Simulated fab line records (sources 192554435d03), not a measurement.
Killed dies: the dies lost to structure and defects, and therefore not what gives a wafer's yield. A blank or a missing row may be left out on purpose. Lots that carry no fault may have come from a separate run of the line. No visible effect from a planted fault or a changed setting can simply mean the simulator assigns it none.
Matching of chambers || flow n5-finfet || rie-diel-01 running N5_BEOL_M5_STRIP_19: 4 sister chambers
The step strips in O2. 4 wafers are shown with their chamber, then 8 later ones without.

WAFERS PAIRED WITH THEIR CHAMBERS
{"wafer": "L084.1", "chamber": 0, "drypump-motor-current-A (A)": 5.0}
{"wafer": "L084.2", "chamber": 2, "drypump-motor-current-A (A)": 5.6}
{"wafer": "L084.4", "chamber": 3, "drypump-motor-current-A (A)": 4.7}
{"wafer": "L089.3", "chamber": 1, "drypump-motor-current-A (A)": 5.2}

WAFERS WITHOUT THEIR CHAMBER
{"wafer": "L089.5", "drypump-motor-current-A (A)": 5.6}
{"wafer": "L089.6", "drypump-motor-current-A (A)": 5.2}
{"wafer": "L091.1", "drypump-motor-current-A (A)": 5.0}
{"wafer": "L091.2", "drypump-motor-current-A (A)": 5.5}
{"wafer": "L091.3", "drypump-motor-current-A (A)": 4.7}
{"wafer": "L087.1", "drypump-motor-current-A (A)": 4.7}
{"wafer": "L087.2", "drypump-motor-current-A (A)": 5.6}
{"wafer": "L087.3", "drypump-motor-current-A (A)": 5.2}

WHICH CHAMBER EACH ONE RAN IN
{"wafer": "L089.5", "from the rows above": 2, "in truth": 2}
{"wafer": "L089.6", "from the rows above": 1, "in truth": 1}
{"wafer": "L091.1", "from the rows above": 0, "in truth": 0}
{"wafer": "L091.2", "from the rows above": 2, "in truth": 2}
{"wafer": "L091.3", "from the rows above": 3, "in truth": 3}
{"wafer": "L087.1", "from the rows above": 3, "in truth": 3}
{"wafer": "L087.2", "from the rows above": 2, "in truth": 2}
{"wafer": "L087.3", "from the rows above": 1, "in truth": 1}
Correct placement for 8 of the 8. Not placeable from these rows: 0. Number placed wrongly: 0.
How it was worked out, from the rows above alone: a wafer's distance from a chamber is the root of the sum, over the readings, of the square of ((its reading less the chamber's mean) divided by the reading's scatter). If the next closest chamber is less than 2 further off than the closest, the wafer can't be placed; otherwise it belongs to the closest. The mean given for a chamber averages the wafers shown for that chamber. The scatter: with one shown wafer a chamber, the root of the mean of the squares of how far each hidden wafer lies from its nearest shown one.
